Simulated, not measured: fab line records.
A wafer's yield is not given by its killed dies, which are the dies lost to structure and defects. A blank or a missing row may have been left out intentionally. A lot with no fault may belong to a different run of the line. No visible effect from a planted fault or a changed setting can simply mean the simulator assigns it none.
Comparing a struck lot with a sound one	flow n5_finfet	18 steps out of a route of 1938
Sound: these wafers, L745.2, L745.4, L745.6. Wafers struck: L757.2, L757.3, L757.6. The cause comes at the end.
At each step with rows: each side's tool, then ch and its chambers, then its first start. Under that, the readings that differ: sound wafers	struck wafers	difference of the means	sigmas: that difference in standard deviations of wafers without a fault.
alike: a reading whose means differ by less than 2 such deviations, as well as words and numbers matching on both sides. not compared: withheld readings; readings where some wafer has no value; bounds like >300 that might hide an equal value; numbers whose values overlap and for which the record gives no deviation.
A row with sigmas, a row that says differs or no value, or rows on one side alone: a step with any of these is where the two part. When numbers do not overlap yet have no deviation, they are printed without sigmas and do not part them. Lack of a reading on every wafer of one side parts them only where that side has two or more wafers.

first, 1 step without rows for these wafers: N5_PASSIVATION_PECVD_00 (deposits SiO2 from SiH4/N2O, target thk 200 nm, time 11.2 s).
N5_MIM_BOT_DEGAS_01: time 60 s.
  sound on pvd_sputter-03, day 12 10:17; struck on pvd_sputter-01, day 16 06:44
  alike: heater_power_w
N5_MIM_BOT_SPUTTER_00: material TiN, target thk 35 nm, time 89.7 s.
  sound on pvd_sputter-03, day 12 10:20; struck on pvd_sputter-01, day 16 06:46
  alike: throttle_valve_pct
N5_MIM_TOP_ALD_00: deposits Al2O3, purge time 3 s, co reactant pulse time 3 s.
  sound on ald_hk-03 ch 1,2,3, day 12 10:26; struck on ald_hk-03 ch 0,3, day 16 06:52
  alike: precursor_pulse_height_rel
then, 1 step without rows for these wafers: N5_MIM_TOP_ALD_01 (deposits HfO2, target thk 5.6 nm, pulse time 1 s, purge time 3 s).
N5_MIM_TOP_ALD_02: deposits Al2O3, purge time 3 s, co reactant pulse time 3 s.
  sound on ald_hk-03 ch 1,2,3; struck on ald_hk-03 ch 0,3
  alike: precursor_pulse_height_rel
then, 1 step without rows for these wafers: N5_MIM_TOP_DEGAS_04 (time 60 s).
N5_MIM_TOP_SPUTTER_03: material TiN, target thk 35 nm, time 89.7 s.
  sound on pvd_sputter-01, day 12 11:18; struck on pvd_sputter-01, day 16 07:38
reading	sound	struck	difference	sigmas
throttle_valve_pct (%)	31.5 29.8 31.6	27.8 29.5 27.6	-2.7	-2
then, 4 steps without rows for these wafers: N5_MIM_TOP_LITHO_HMDS_01 (time 60 s); N5_MIM_TOP_LITHO_COAT_02; N5_MIM_TOP_LITHO_EBR_04; N5_MIM_TOP_LITHO_SOFTBAKE_03 (time 90 s).
N5_MIM_TOP_LITHO_EXPOSE_05: exposes mask MIM TOP, target cd 2000 nm.
  sound on krf_scanner-02 ch 0, day 12 11:31; struck on krf_scanner-02 ch 0, day 16 07:58
reading	sound	struck	difference	sigmas
exposure_dose_mJ_cm2	20.469 20.466 20.486	21.295 21.311 21.314	+0.833	+35
  alike: mask, focus_offset_nm, stage_vel_mm_s
then, 3 steps without rows for these wafers: N5_MIM_TOP_LITHO_PEB_06; N5_MIM_TOP_LITHO_DEVELOP_07 (develop time 60 s); N5_MIM_TOP_LITHO_HARDBAKE_09 (time 120 s).
N5_MIM_TOP_LITHO_CD_MEAS_08: the cd target is 2000 nm.
  sound on cd_sem-03 ch 0, day 12 11:41; struck on cd_sem-01 ch 0, day 16 08:09
reading	sound	struck	difference	sigmas
cd_nm (nm)	1999.4 1999.7 1998.8	1994.8 1995.9 1992.8	-4.8	-3
N5_MIM_TOP_LITHO_OVL_MEAS_11:
  sound on overlay-02 ch 0, day 12 11:43; struck on overlay-01 ch 0, day 16 08:11
  alike: MIM_TOP_OVL

WHERE THEY PART
At N5_MIM_TOP_SPUTTER_03 first; at N5_MIM_TOP_LITHO_CD_MEAS_08 last (within this record only). Later steps at which nothing parts them and some readings are alike: N5_MIM_TOP_LITHO_OVL_MEAS_11.

WHY: what the simulator had put in
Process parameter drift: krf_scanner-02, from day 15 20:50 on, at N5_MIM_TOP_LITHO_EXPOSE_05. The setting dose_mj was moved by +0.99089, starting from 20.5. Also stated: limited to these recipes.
